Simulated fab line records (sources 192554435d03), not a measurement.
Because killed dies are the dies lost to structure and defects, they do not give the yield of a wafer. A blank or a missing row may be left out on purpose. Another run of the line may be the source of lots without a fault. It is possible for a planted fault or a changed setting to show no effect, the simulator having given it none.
Which tool is to blame?	flow n5 finfet	23 lots, 69 wafers sampled, at 4 steps of a route of 1938

## WHAT EACH GAUGE READ, for each wafer
N5_HKMG_FIN_THK_MEAS_70: measures by xrf.
lot	measured	on	HK_THK (nm)
L074	day 5 10:51	film metro-02	1.612 1.598 1.622
L076	day 4 16:47	film metro-01	1.566 1.582 1.566
L075	day 4 20:38	film metro-01	1.588 1.585 1.574
L077	day 5 03:19	film metro-02	1.606 1.593 1.647
L078	day 5 06:04	film metro-01	1.572 1.576 1.589
L079	day 5 11:47	film metro-01	1.579 1.564 1.576
L080	day 5 15:44	film metro-02	1.533 1.576 1.571
L081	day 5 18:59	film metro-02	1.596 1.559 1.579
L082	day 6 03:16	film metro-01	1.584 1.564 1.576
L084	day 6 11:38	film metro-01	1.578 1.561 1.580
L085	day 6 23:02	film metro-01	1.576 1.573 1.597
L086	day 7 11:45	film metro-02	1.572 1.574 1.625
L087	day 7 14:57	film metro-01	1.578 1.586 1.593
L088	day 7 16:48	film metro-01	1.574 1.594 1.576
L090	day 7 23:36	film metro-02	1.577 1.607 1.586
L089	day 8 01:20	film metro-01	1.573 1.581 1.570
L091	day 8 10:31	film metro-02	1.618 1.553 1.615
L092	day 8 14:44	film metro-01	1.593 1.581 1.579
L093	day 8 19:37	film metro-01	1.568 1.577 1.583
L094	day 9 03:29	film metro-02	1.591 1.540 1.545
L095	day 9 10:31	film metro-02	1.604 1.583 1.563
L096	day 9 14:53	film metro-01	1.563 1.545 1.534
L097	day 9 23:57	film metro-02	1.576 1.599 1.588

N5_HKMG_FIN_CD_MEAS_12 targets a cd of 92.8 nm.
lot	measured	on	cd nm (nm)
L074	day 5 11:43	cd sem-03	93.0 93.3 93.1
L076	day 4 17:32	cd sem-01	92.5 92.2 92.1
L075	day 4 21:30	cd sem-02	92.8 93.8 93.5
L077	day 5 04:11	cd sem-02	92.5 93.3 92.0
L078	day 5 06:56	cd sem-03	92.9 92.5 93.5
L079	day 5 12:32	cd sem-02	93.1 93.2 93.1
L080	day 5 16:36	cd sem-02	93.9 93.2 93.0
L081	day 5 19:44	cd sem-02	92.4 93.5 92.6
L082	day 6 04:01	cd sem-03	92.5 93.4 92.9
L084	day 6 12:31	cd sem-01	93.3 93.1 93.2
L085	day 6 23:55	cd sem-03	93.2 93.3 92.7
L086	day 7 12:30	cd sem-03	93.5 92.9 92.0
L087	day 7 15:50	cd sem-01	93.8 93.3 92.9
L088	day 7 17:41	cd sem-02	92.9 92.8 93.7
L090	day 8 00:29	cd sem-02	93.6 93.2 92.5
L089	day 8 02:05	cd sem-02	93.3 92.7 93.5
L091	day 8 11:16	cd sem-03	93.8 93.1 93.7
L092	day 8 15:36	cd sem-02	93.5 93.4 94.2
L093	day 8 20:29	cd sem-01	91.9 93.1 94.0
L094	day 9 04:22	cd sem-02	93.0 93.6 92.3
L095	day 9 11:23	cd sem-01	94.1 93.7 94.2
L096	day 9 15:45	cd sem-02	93.2 93.1 93.1
L097	day 10 00:50	cd sem-03	93.4 94.1 93.9

## TOOL THAT RAN EACH LOT (tool first, then ch and the chambers of the sampled wafers, then the start)
lot	N5_SDB_DESCUM_16	N5_HKMG_FIN_ETCH_58
L074	rie diel-01 ch 1,2, day 3 22:42	rie diel-05 ch 1,2,3, day 4 04:40
L076	rie diel-01 ch 0,2,3, day 4 07:17	rie diel-03 ch 0,3, day 4 14:28
L075	rie diel-03 ch 0,2,3, day 4 11:52	rie diel-03 ch 2,3, day 4 18:32
L077	rie diel-01 ch 1,2,3, day 4 17:16	rie diel-03 ch 2,3, day 5 01:05
L078	rie diel-01 ch 0,3, day 4 20:52	rie diel-01 ch 0,1,2, day 5 03:44
L079	rie diel-01 ch 1,2,3, day 5 00:55	rie diel-05 ch 0,1,3, day 5 09:18
L080	rie diel-01 ch 0,1,2, day 5 05:38	rie diel-01 ch 0,1,2, day 5 13:38
L081	rie diel-05 ch 1,2,3, day 5 10:55	rie diel-03 ch 2,3, day 5 16:50
L082	rie diel-01 ch 0,1,3, day 5 19:19	rie diel-01 ch 1,2,3, day 6 01:08
L084	rie diel-03 ch 0,2, day 6 03:41	rie diel-03 ch 0,2, day 6 09:32
L085	rie diel-05 ch 0,1,2, day 6 14:49	rie diel-03 ch 0,2, day 6 20:39
L086	rie diel-01 ch 0,1, day 7 03:43	rie diel-03 ch 0,1, day 7 09:39
L087	rie diel-03 ch 0,1, day 7 06:37	rie diel-03 ch 0,1,2, day 7 12:47
L088	rie diel-03 ch 1,2,3, day 7 08:43	rie diel-01 ch 0,1, day 7 14:41
L090	rie diel-05 ch 1,2, day 7 15:46	rie diel-01 ch 0,1,3, day 7 21:26
L089	rie diel-05 ch 2,3, day 7 16:41	rie diel-05 ch 2,3, day 7 23:11
L091	rie diel-05 ch 2,3, day 8 02:25	rie diel-01 ch 0,1,3, day 8 08:24
L092	rie diel-05 ch 1,2,3, day 8 06:25	rie diel-03 ch 0,2, day 8 12:19
L093	rie diel-01 ch 0,1,3, day 8 11:07	rie diel-03 ch 0,2,3, day 8 17:31
L094	rie diel-05 ch 2,3, day 8 18:58	rie diel-01 ch 1,3, day 9 01:20
L095	rie diel-03 ch 0,2,3, day 9 02:08	rie diel-01 ch 0,2,3, day 9 08:20
L096	rie diel-05 ch 0,1,3, day 9 06:55	rie diel-01 ch 0,1,3, day 9 12:42
L097	rie diel-05 ch 1,2, day 9 15:17	rie diel-03 ch 1,3, day 9 21:50
- N5_SDB_DESCUM_16: chemistry O2, time 7.9 s.
- N5_HKMG_FIN_ETCH_58: etches SOC in N2/H2, target depth 215.8 nm, time 741 s.

## AS READ BY THE TOOLS THEMSELVES (means over the sampled wafers that have a number; for cases with no such wafer, the mark the record gives instead)
N5_SDB_DESCUM_16.
lot	tool	bias power w (W)	drypump motor current A (A)	oes product au (a.u.)	rf vpp V (V)	showerhead plenum p Torr (Torr)	throttle valve pct (%)
L074	rie diel-01	19.99	5.0	0.83	243.9	2.19	20.63
L076	rie diel-01	19.95	5.6	0.79	244.3	2.17	20.37
L075	rie diel-03	20.02	5.8	0.77	243.6	2.11	20.64
L077	rie diel-01	19.98	5.1	0.81	244.1	2.17	20.48
L078	rie diel-01	20.04	6.0	0.81	243.5	2.13	20.17
L079	rie diel-01	19.96	5.2	0.80	245.0	2.17	20.49
L080	rie diel-01	19.97	5.5	0.84	244.2	2.15	20.44
L081	rie diel-05	19.97	5.3	0.89	243.7	2.17	20.41
L082	rie diel-01	19.99	5.6	0.83	243.4	2.14	20.29
L084	rie diel-03	19.98	5.4	0.78	244.1	2.15	20.70
L085	rie diel-05	20.03	5.8	0.87	243.3	2.10	20.51
L086	rie diel-01	19.99	5.6	0.86	243.8	2.13	20.37
L087	rie diel-03	19.98	5.4	0.79	243.9	2.14	20.47
L088	rie diel-03	20.05	5.6	0.76	243.2	2.08	20.73
L090	rie diel-05	19.96	5.6	0.88	244.4	2.16	20.39
L089	rie diel-05	19.99	4.9	0.86	244.6	2.22	20.46
L091	rie diel-05	19.98	4.9	0.86	245.1	2.22	20.48
L092	rie diel-05	20.03	5.3	0.86	244.2	2.16	20.45
L093	rie diel-01	20.07	5.7	0.79	243.2	2.13	20.32
L094	rie diel-05	19.92	5.3	0.86	244.6	2.21	20.44
L095	rie diel-03	20.00	5.8	0.73	242.7	2.09	20.73
L096	rie diel-05	20.04	5.5	0.84	242.0	2.10	20.59
L097	rie diel-05	19.97	5.6	0.86	244.3	2.15	20.41

N5_HKMG_FIN_ETCH_58.
lot	tool	drypump motor current A (A)	oes product au (a.u.)	rf vpp V (V)	showerhead plenum p Torr (Torr)	throttle valve pct (%)
L074	rie diel-05	5.3	0.90	99.9	2.64	17.82
L076	rie diel-03	5.9	0.78	100.0	2.60	17.91
L075	rie diel-03	5.6	0.77	98.6	2.52	17.98
L077	rie diel-03	5.6	0.77	99.2	2.52	17.98
L078	rie diel-01	5.5	0.84	99.3	2.61	17.74
L079	rie diel-05	5.5	0.87	100.4	2.55	17.84
L080	rie diel-01	5.5	0.83	99.0	2.61	17.74
L081	rie diel-03	6.0	0.74	98.4	2.47	18.05
L082	rie diel-01	5.2	0.80	98.7	2.62	17.77
L084	rie diel-03	5.4	0.78	99.6	2.59	17.93
L085	rie diel-03	5.6	0.78	99.3	2.63	17.91
L086	rie diel-03	5.4	0.80	99.1	2.61	17.89
L087	rie diel-03	5.4	0.78	99.4	2.60	17.93
L088	rie diel-01	5.6	0.85	99.6	2.59	17.72
L090	rie diel-01	5.6	0.80	99.1	2.60	17.74
L089	rie diel-05	5.3	0.88	100.0	2.70	17.84
L091	rie diel-01	5.6	0.79	99.5	2.60	17.74
L092	rie diel-03	5.6	0.76	99.5	2.62	17.95
L093	rie diel-03	5.7	0.74	99.9	2.54	18.02
L094	rie diel-01	5.3	0.80	98.7	2.60	17.75
L095	rie diel-01	5.6	0.74	99.5	2.61	17.83
L096	rie diel-01	5.7	0.78	98.6	2.60	17.76
L097	rie diel-03	5.9	0.71	98.6	2.46	18.08

## THE ANSWER, worked out from the rows above alone
Rule: the lots themselves supply what counts as usual. The widest of any qualifying gaps counts: lots, ordered by their means at a reading, are off when they make up no more than a third of the lots, leave a main group of 4 or more, and stand apart from it by 3 or more times the standard deviation of that group's means. A main group is skipped when, at the precision printed for the reading in the tables above, its means are all equal. Also off: a lot with no number at a reading for which 4 or more lots have one. All remaining lots with rows at the step are treated as sound. First the gauges in route order, then the tools' own readings, where a lot's mean is used as printed above. The first step at which some lot is off is used, and at that step the reading that is off furthest; a lot without a number counts as furthest.
No lot is off on any of the readings shown, so nothing can be concluded from this.

## WHAT HAD BEEN PUT IN BY THE SIMULATOR
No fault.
